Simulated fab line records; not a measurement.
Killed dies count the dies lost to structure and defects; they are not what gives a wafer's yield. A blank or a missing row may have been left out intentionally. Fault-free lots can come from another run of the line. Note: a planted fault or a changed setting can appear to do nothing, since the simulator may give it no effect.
fab line records    flow n5-finfet
record: lots: 4  wafers: 12  last-day: 19
route steps=1938 shown MOL_CONTACT_COAG@551 PASSIVATION@1936
lots that met no fault: from a run of the same line without faults
start-h: the number of hours between the record's first day and the start of the first shown wafer of the lot    wait-h: hours from the lot's prior step to this one    " identical to the entry in the row above    L1.1+2: several wafers, shown together as one row    - value missing, or start not given    * or withheld: withheld    < > ~ a bound
route shown NAME@n: names a module that has steps shown in the file, with the first one's number in the route    usual: mean/standard deviation taken from wafers without a fault    same: alike in all rows    chamber/n: place in a boat    sites: the reading at each site    _std_site: standard deviation across them    _edge_site: mean of outer sites minus mean of inner sites    radius-mm: for every site, how far away it sits from the centre of the wafer    mask NAME#n: copy n    behind: the tool/chamber that last shaped the wafer    hold: why the lot was held/for how many hours/how that ended    device: names the non-switching transistor (n, p or np)    end of line: the route-end tests of the same wafers    a step without rows: its recipe alone    killed: not the wafer's yield, but the dies lost to structure and defects at the first sort    map: dies across one wafer; x = killed, . = not, _ = none there
set.NAME: the run value of the setting; set.NAME@STEP: its run value at that earlier step    model.NAME: the simulator's own value behind a step, which no gauge read
lots at selected steps of the route; one table per step, one row per wafer
services: when a tool's chamber went out of use (start-h, in hours from the record's first day, below 0 if earlier), for how many hours, and the reason
== steps ==
step: N5_MOL_CONTACT_COAG_SPUTTER_130
recipe: material: Co  target-thk-a: 475  temp-c: 25  chamber-pressure-pa: 0.5  power-w: 3000
step: N5_MOL_CONTACT_COAG_PRECLEAN_125
recipe: chemistry: DIW  time-s: 57.5  temp-c: 23
step: N5_MOL_CONTACT_COAG_SRD_126
recipe: dry-time-s: 32  dry: n2-spin  spin-rpm: 1500
step: N5_MOL_CONTACT_COAG_CMP_23
recipe: stop-on: SiO2  t-overpolish-s: 1.5  post-cmp-clean: cu-alkaline  down-force-psi: 2  platen-rpm: 50.289  pad-velocity-m-s: 1.0006  target-thk-nm: 0
step: N5_MOL_CONTACT_COAG_WET_ETCH_26
recipe: target: Co  target-depth-nm: 13
step: N5_MOL_CONTACT_COAG_WET_ETCH_116
recipe: chemistry: SC1-inhibited  target-depth-nm: 4.6  dry: ipa-marangoni  rinse-time-s: 30  rinse-temp-c: 23
step: N5_MOL_CONTACT_COAG_ALD_27
recipe: material: SiOC  target-thk-a: 170  temp-c: 400  ald-precursor-family: carbosiloxane  ald-co-reactant: H2-plasma  pulse-time-s: 1.5  time-s: 2720  purge-time-s: 2  co-reactant-purge-time-s: 2  ald-cycles: 340  pressure-torr: 2
step: N5_MOL_CONTACT_COAG_CMP_28
recipe: stop-on: SiNx  t-overpolish-s: 0.85  post-cmp-clean: alkaline-brush  down-force-psi: 4.15  platen-rpm: 51.8  pad-velocity-m-s: 1.0307  target-thk-nm: 14.522
step: N5_MOL_CONTACT_COAG_ALD_123
recipe: material: SiNx  target-thk-a: 50  temp-c: 400  ald-precursor-family: SiH2I2  ald-co-reactant: N2/H2-plasma  pulse-time-s: 1  purge-time-s: 2  co-reactant-purge-time-s: 2  ald-cycles: 100  pressure-torr: 2
step: N5_MOL_CONTACT_COAG_PECVD_31
recipe: material: SiO2  target-thk-a: 460  temp-c: 400  precursor: TEOS/O2  pressure-torr: 6.5  rf-w: withheld  teos-flow-sccm: withheld  gas: O2  flow-sccm: 2650  time-s: 8.9
lot.wafer   tool      chamber  start-h  wait-h  model.SiO2_of_MOL_CONTACT_COAG_PECVD_31.thk-nm
L580.1+5    pecvd-03  1,0      105.52   0.3     45.4
L580.4      "         1        "        "       46
L587.1      pecvd-03  2        140.84   0.3     47.8
L587.4      "         2        "        "       45.8
L587.6      "         0        "        "       48
L590.2      pecvd-03  0        157.65   0.3     44.6
L590.3      "         1        "        "       45
L590.5      "         2        "        "       48.4
L600.4+5+6  pecvd-01  0,1,0    222.96   0.3     46.6
step: N5_MOL_CONTACT_COAG_COAT_75
recipe: resist: SOC  temp-c: 250  time-s: 60  spin-rpm: 1500  resist-thk-nm: 60
step: N5_MOL_CONTACT_COAG_COAT_76
recipe: resist: SiARC  temp-c: 220  time-s: 60  spin-rpm: 1500  resist-thk-nm: 10
step: N5_MOL_CONTACT_COAG_COAT_77
recipe: resist: underlayer  temp-c: 205  time-s: 60  spin-rpm: 1500  resist-thk-nm: 10
step: N5_MOL_CONTACT_COAG_COAT_78
recipe: resist: CAR-EUV  spin-rpm: 1500  resist-thk-nm: 40
step: N5_MOL_CONTACT_COAG_EBR_80
recipe: solvent: PGMEA  ebr-width-mm: 1.5
step: N5_MOL_CONTACT_COAG_SOFTBAKE_79
recipe: temp-c: 110  time-s: 60  resist: CAR-EUV
step: N5_MOL_CONTACT_COAG_EXPOSE_81
recipe: mask-id: VG  na: 0.33  source-shape: annular  sigma-inner: 0.3  sigma-outer: 0.7  polarization: unpolarized  defocus-nm: 0  dose-mj: 59.5
step: N5_MOL_CONTACT_COAG_PEB_82
recipe: peb-temp-c: 100  peb-time-s: 60  resist: CAR-EUV
step: N5_MOL_CONTACT_COAG_DEVELOP_83
recipe: develop-time-s: 30  developer: TMAH  resist: CAR-EUV  rinse-liquid: surfactant-rinse  dry: air-spin  dev-temp-c: 23
step: N5_MOL_CONTACT_COAG_DESCUM_88
recipe: chemistry: O2  time-s: 7  source-power-w: 50  bias-power-w: 20  pressure-mtorr: 20  rf-frequency-hz: 2.712e+07  temp-c: 40  resist: CAR-EUV  o2-flow-sccm: 225
step: N5_MOL_CONTACT_COAG_ETCH_89
recipe: chemistry: N2/H2  target: underlayer  target-depth-a: 130  mask-material: CAR-EUV  time-s: 10.4  ion-energy-ev: 200  pressure-mtorr: 30  source-w: 840  bias-w: 150  n2-flow-sccm: 200  h2-flow-sccm: 200  ends: cleared
step: N5_MOL_CONTACT_COAG_ETCH_90
recipe: chemistry: CF4  target: SiARC  target-depth-a: 130  mask-material: CAR-EUV  time-s: 21.7  ion-energy-ev: 80  pressure-mtorr: 40  source-w: 545  bias-w: 36  Ar_flow_sccm: 100  cf4-flow-sccm: 100  ends: cleared
step: N5_MOL_CONTACT_COAG_ALD_131
recipe: material: SiO2  target-thk-a: 50  temp-c: 100  ald-precursor-family: BDEAS  ald-co-reactant: O2-plasma  pulse-time-s: 1  co-reactant-pulse-time-s: 1  purge-time-s: 2  co-reactant-purge-time-s: 2  ald-cycles: 35  pressure-torr: 2
step: N5_MOL_CONTACT_COAG_ETCHBACK_132
recipe: chemistry: CHF3  target: SiO2  target-depth-a: 100  time-s: 6.7  ion-energy-ev: 200  pressure-mtorr: 30  source-w: 610  bias-w: 170  Ar_flow_sccm: 200  CHF3_flow_sccm: 50
step: N5_MOL_CONTACT_COAG_ETCH_91
recipe: chemistry: N2/H2  target: SOC  target-depth-a: 600  overetch-a: 210  mask-material: SiARC  temp-c: 40  time-s: 101.2  ion-energy-ev: 200  pressure-mtorr: 30  source-w: 840  bias-w: 150  n2-flow-sccm: 200  h2-flow-sccm: 200
step: N5_MOL_CONTACT_COAG_STRIP_92
recipe: chemistry: N2/H2  temp-c: 40  n2-flow-sccm: 200  h2-flow-sccm: 200  rf-frequency-hz: 6e+07
step: N5_MOL_CONTACT_COAG_STRIP_93
recipe: chemistry: N2/H2  temp-c: 40  n2-flow-sccm: 200  h2-flow-sccm: 200  rf-frequency-hz: 6e+07
step: N5_MOL_CONTACT_COAG_ETCHBACK_135
recipe: chemistry: CHF3  target: SiO2  target-depth-a: 250  time-s: 16.7  ion-energy-ev: 200  pressure-mtorr: 30  source-w: 610  bias-w: 170  Ar_flow_sccm: 200  CHF3_flow_sccm: 50
step: N5_MOL_CONTACT_COAG_STRIP_118
recipe: chemistry: CHF3  resist: SiARC  rf-frequency-hz: 6e+07
step: N5_MOL_CONTACT_COAG_VIA_ETCH_46
recipe: chemistry: C4F6/O2  target-depth-a: 460  overetch-a: 92  mask-material: SOC  target: SiO2  bias-w: 455  pressure-mtorr: 10  time-s: 40  source-w: 325  Ar_flow_sccm: 300  C4F6_flow_sccm: 10  O2_flow_sccm: 10  ion-energy-ev: 575.3  ends: end-point
usual: O2_flow_sccm: 10.001/0.03  drypump-motor-current-A: 5.74/0.25  mfc-ar-sccm: 300.0/0.89  oes-product-au: 0.73/0.075  rf-vpp-V: 1590/28  showerhead-plenum-p-Torr: 2.89/0.09  throttle-valve-pct: 40.9/0.43
lot.wafer  tool         chamber  start-h  wait-h  O2_flow_sccm  drypump-motor-current-A  mfc-ar-sccm  oes-product-au  rf-hours-counter-h  rf-vpp-V  showerhead-plenum-p-Torr  throttle-valve-pct  model.etch.depth-nm
L580.1     rie-diel-06  0        107.90   0.0     9.968         5.60                     299.6        0.78            27                  1585      3.01                      40.9                45.47
L580.4     "            3        "        "       9.999         5.25                     299.2        0.63            228                 1563      2.94                      40.9                46.01
L580.5     "            0        "        "       9.989         5.59                     299.7        0.79            -                   1584      3.01                      40.9                45.35
L587.1     rie-diel-05  2        141.90   0.0     9.981         6.13                     300.2        0.78            58                  1569      2.88                      41.0                47.75
L587.4     "            0        "        "       10.031        5.56                     300.3        0.71            101                 1588      2.85                      40.4                45.9
L587.6     "            0        "        "       10.013        5.54                     301.0        0.73            -                   1586      2.85                      40.4                48.02
L590.2     rie-diel-05  0        159.03   0.0     10.029        5.57                     301.5        0.70            108                 1588      2.85                      40.4                44.65
L590.3     "            2        "        "       9.980         6.15                     298.4        0.75            64                  1569      2.87                      41.0                45.08
L590.5     "            1        "        "       10.009        5.80                     300.1        0.87            -                   1588      2.91                      40.2                48.31
L600.4     rie-diel-05  0        224.54   0.0     10.003        5.57                     300.9        0.69            132                 1585      2.84                      40.4                46.62
L600.5     "            2        "        "       9.984         6.17                     298.6        0.73            -                   1568      2.86                      41.0                46.53
L600.6     "            3        "        "       10.018        5.95                     301.8        0.87            -                   1551      2.82                      41.4                46.59
step: N5_MOL_CONTACT_COAG_STRIP_96
recipe: chemistry: N2/H2  power-w: 500  temp-c: 40  pressure-mtorr: 50  rf-frequency-hz: 6e+07  overash-fraction: 0.3  bias-power-w: 28  h2-frac: 0.5  n2-flow-sccm: 300  h2-flow-sccm: 300
step: N5_MOL_CONTACT_COAG_ETCH_47
recipe: chemistry: CH3F/O2  target: SiNx  target-depth-a: 270  mask-material: SiO2  stop-on: W  over-etch-frac: 0.2  ion-energy-ev: 120  endpoint: OES-CN  pressure-mtorr: 30  source-w: 395  bias-w: 73  Ar_flow_sccm: 150  CH3F_flow_sccm: 30  O2_flow_sccm: 20  ends: end-point
step: N5_MOL_CONTACT_COAG_STRIP_119
recipe: chemistry: N2/H2  time-s: 30  power-w: 1000  temp-c: 250  pressure-mtorr: withheld  n2-flow-sccm: 1750  h2-flow-sccm: 3250
step: N5_MOL_CONTACT_COAG_PRECLEAN_144
recipe: chemistry: alkaline-clean  temp-c: 60  time-s: 60  do-ppb: 50
step: N5_MOL_CONTACT_COAG_SRD_145
recipe: dry: ipa-marangoni  time-s: 30  temp-c: 23  rinse-liquid: diw
step: N5_MOL_CONTACT_COAG_CMP_52
recipe: stop-on: SiO2  t-overpolish-s: 1.5  post-cmp-clean: w-dilute-nh4oh  down-force-psi: 4  platen-rpm: 50.289  pad-velocity-m-s: 1.0006  target-thk-nm: 66.5
usual: motor-current-A: 11.8/1.5  platen-rpm: 50.29/0.03  retaining-ring-pressure-frac: 1.001/0.0052
lot.wafer  tool    chamber  start-h  wait-h  motor-current-A  platen-rpm  retaining-ring-pressure-frac  model.SiO2_of_MOL_CONTACT_COAG_PECVD_31.thk-nm
L580.1     cmp-03  0        111.02   0.0     15.5             50.28       0.993                         43.4
L580.4     "       1        "        "       11.6             50.31       0.995                         44
L580.5     "       0        "        "       15.9             50.32       0.993                         43.4
L587.1     cmp-01  2        143.99   0.1     10.5             50.33       1.000                         45.8
L587.4     "       0        "        "       10.4             50.19       0.999                         43.8
L587.6     "       1        "        "       12.0             50.30       0.997                         46
L590.3     cmp-01  1        161.14   0.1     11.7             50.31       1.004                         43
L590.2     "       2        "        "       11.1             50.25       1.000                         42.6
L590.5     "       1        "        "       11.9             50.28       1.002                         46.2
L600.4     cmp-01  0        226.77   0.1     10.2             50.26       1.008                         44.6
L600.5     "       2        "        "       10.6             50.32       1.008                         44.4
L600.6     "       3        "        "       10.7             50.27       0.996                         44.6
step: N5_MOL_CONTACT_COAG_THK_MEAS_53
recipe: reads: SiO2_of_MOL_CONTACT_COAG_PECVD_31
usual: VIA_MOL_THK: 43.9/0.66
lot.wafer  tool           chamber  start-h  wait-h  VIA_MOL_THK[nm]
L580.1     film-metro-02  -        111.32   -       43.4
L580.4     "              -        "        "       44.0
L580.5     "              -        "        "       43.3
L587.1     film-metro-02  -        144.25   -       45.7
L587.4     "              -        "        "       43.8
L587.6     "              -        "        "       46.0
L590.2     film-metro-02  -        161.40   -       42.6
L590.3     "              -        "        "       43.0
L590.5     "              -        "        "       46.3
L600.4     film-metro-01  -        227.00   -       44.5
L600.5     "              -        "        "       44.5
L600.6     "              -        "        "       44.6
step: N5_PASSIVATION_PROBE_49
usual: killed_at_M0_to_M3: 36/11  killed_at_M4_up: 14/5.2  killed-at-contacts: 12/6.1  killed-at-front-end: 40/12  killed-at-other: 3.2/2.5  killed-dies: 105/16  killed-open: 68/12  killed-short: 35/8.7
same: gross-dies: 1180  killed-at-back-side: 0
lot.wafer  tool       chamber  start-h  wait-h  killed_at_M0_to_M3  killed_at_M4_up  killed-at-contacts  killed-at-front-end  killed-at-other  killed-dies  killed-open  killed-short
L580.1     prober-01  -        320.55   0.0     43                  22               9                   58                   1                133          90           41
L580.4     prober-01  -        320.70   0.2     29                  15               13                  63                   2                122          71           43
L580.5     prober-01  -        320.75   0.2     28                  23               14                  63                   2                130          78           41
L587.1     prober-02  -        349.16   0.0     36                  18               4                   40                   0                98           63           31
L587.4     prober-02  -        349.31   0.2     40                  13               6                   44                   0                103          68           25
L587.6     prober-02  -        349.41   0.3     45                  17               9                   25                   7                103          69           31
L590.2     prober-02  -        362.53   0.1     38                  13               12                  36                   7                106          74           28
L590.3     prober-02  -        362.58   0.1     49                  6                8                   34                   5                102          57           44
L590.5     prober-02  -        362.68   0.2     35                  15               11                  68                   1                130          77           49
killed by level:class
L580.1 STI_FIN_REVEAL:geometric-particle:open=17 BEOL_M2:geometric-particle:open=14 FIN_SAQP:geometric-particle:open=8 BEOL_M0_SAQP:geometric-particle:short=8 BEOL_M1:geometric-particle:open=8 DUMMY_GATE:geometric-particle:open=7 MOL_CONTACT_COAG:geometric-particle:open=7 STI_FIN_REVEAL:geometric-particle:short=6
L580.4 STI_FIN_REVEAL:geometric-particle:open=15 FIN_SAQP:geometric-particle:short=13 MOL_CONTACT_COAG:geometric-particle:open=12 BEOL_M2:geometric-particle:open=9 GATE_CUT:geometric-particle:short=8 FIN_SAQP:geometric-particle:open=6 STI_FIN_REVEAL:geometric-particle:short=6 BEOL_M4:geometric-particle:open=6
L580.5 STI_FIN_REVEAL:geometric-particle:open=18 MOL_CONTACT_COAG:geometric-particle:open=12 BEOL_M4:geometric-particle:open=10 FIN_SAQP:geometric-particle:short=9 FIN_SAQP:geometric-particle:open=9 BEOL_M0_SAQP:geometric-particle:short=6 BEOL_M2:geometric-particle:open=6 HKMG_FIN:area-etch=6
L587.1 FIN_SAQP:geometric-particle:open=12 BEOL_M0_SAQP:geometric-particle:short=9 BEOL_M0_SAQP:geometric-particle:open=7 STI_FIN_REVEAL:geometric-particle:open=6 BEOL_M2:geometric-particle:open=6 BEOL_M4:geometric-particle:open=6 STARTING-WAFER:geometric-particle:short=5 FIN_SAQP:geometric-particle:short=4
L587.4 BEOL_M2:geometric-particle:open=13 FIN_SAQP:geometric-particle:short=9 STI_FIN_REVEAL:geometric-particle:open=9 BEOL_M0_SAQP:geometric-particle:open=8 BEOL_M4:geometric-particle:open=7 HKMG_FIN:area-etch=7 FIN_SAQP:geometric-particle:open=6 DUMMY_GATE:geometric-particle:open=6
L587.6 BEOL_M4:geometric-particle:open=15 BEOL_M0_SAQP:geometric-particle:short=14 BEOL_M0_SAQP:geometric-particle:open=11 BEOL_M2:geometric-particle:open=6 FIN_SAQP:geometric-particle:open=5 DUMMY_GATE:geometric-particle:open=5 BEOL_M1:geometric-particle:open=5 MOL_CONTACT_COAG:geometric-particle:open=4
L590.2 BEOL_M2:geometric-particle:open=16 BEOL_M0_SAQP:geometric-particle:open=13 FIN_SAQP:geometric-particle:open=11 MOL_CONTACT_COAG:geometric-particle:open=11 BEOL_M0_SAQP:geometric-particle:short=6 STI_FIN_REVEAL:geometric-particle:open=5 STARTING-WAFER:geometric-particle:short=5 FIN_SAQP:geometric-particle:short=4
L590.3 BEOL_M0_SAQP:geometric-particle:short=15 BEOL_M0_SAQP:geometric-particle:open=12 BEOL_M2:geometric-particle:open=11 FIN_SAQP:geometric-particle:short=7 FIN_SAQP:geometric-particle:open=6 ILD0:geometric-particle:short=5 BEOL_M3:geometric-particle:open=5 GATE_CUT:geometric-particle:short=4
L590.5 FIN_SAQP:geometric-particle:open=27 FIN_SAQP:geometric-particle:short=17 BEOL_M1:geometric-particle:open=9 MOL_CONTACT_COAG:geometric-particle:open=8 BEOL_M0_SAQP:geometric-particle:short=7 BEOL_M2:geometric-particle:open=6 ILD0:geometric-particle:short=5 BEOL_M4:geometric-particle:open=5
== services ==
tool         chamber  start-h  hours  kind
rie-diel-05  3        87.35    1.4    repair
cmp-03       -        91.35    1.0    repair
pecvd-01     2        108.94   -      clean
pecvd-01     2        108.94   -      consumable-replace:showerhead
cmp-01       -        113.90   7.3    pm
rie-diel-05  1        117.01   -      clean
rie-diel-05  1        117.01   -      consumable-replace:focus-ring
rie-diel-05  1        117.01   21.5   scheduled-down
rie-diel-05  1        117.01   21.5   vent-cycle
pecvd-01     0        166.14   7.5    repair
pecvd-03     2        172.77   6.1    repair
cmp-03       -        173.24   4.4    repair
pecvd-01     -        175.72   2.8    pm
pecvd-03     2        178.89   2.1    scheduled-down
rie-diel-05  3        184.85   -      clean
rie-diel-05  3        184.85   -      consumable-replace:focus-ring
rie-diel-05  3        184.85   29.9   scheduled-down
rie-diel-05  3        184.85   29.9   vent-cycle
pecvd-03     2        202.38   -      clean
pecvd-03     2        202.38   -      consumable-replace:showerhead
pecvd-03     2        202.38   29.0   scheduled-down
pecvd-03     2        202.38   29.0   vent-cycle
cmp-03       -        203.97   4.0    pm
pecvd-01     -        216.05   2.1    repair
== key ==
first-sign: step: N5_MOL_CONTACT_COAG_THK_MEAS_53  reading: VIA_MOL_THK  direction: up  sigmas: 3.2  usual: 43.9  struck: 46.0
effect none on later readings
model-effect: step: N5_MOL_CONTACT_COAG_PECVD_31  value: SiO2_of_MOL_CONTACT_COAG_PECVD_31.thk-nm  without: 45.47  struck: 48.07
model-effect: step: N5_MOL_CONTACT_COAG_VIA_ETCH_46  value: etch.depth-nm  without: 45.52  struck: 48.03
model-effect: step: N5_MOL_CONTACT_COAG_CMP_52  value: SiO2_of_MOL_CONTACT_COAG_PECVD_31.thk-nm  without: 43.47  struck: 46
met-at N5_MOL_CONTACT_COAG_PECVD_31
struck-wafers L587.1,L587.6,L590.5
tester-left-out L587,L590
onset-between 105.52 140.84
fault: kind: process-parameter-drift  tool: pecvd-03  chamber: -  onset-h: 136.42  steps: N5_MOL_CONTACT_COAG_PECVD_31  channel: time-s  offset: *  shape: step  end-h: 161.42  scope: struck-wafers-only  acts-in: *  stated: *
tester-left-out: of these lots the tester's yield and bins aren't shown, on N5 and GAA mostly nor the transistor test; their killed dies are dies lost to structure and defects alone, not to doping, threshold or leakage, so they don't give the yield
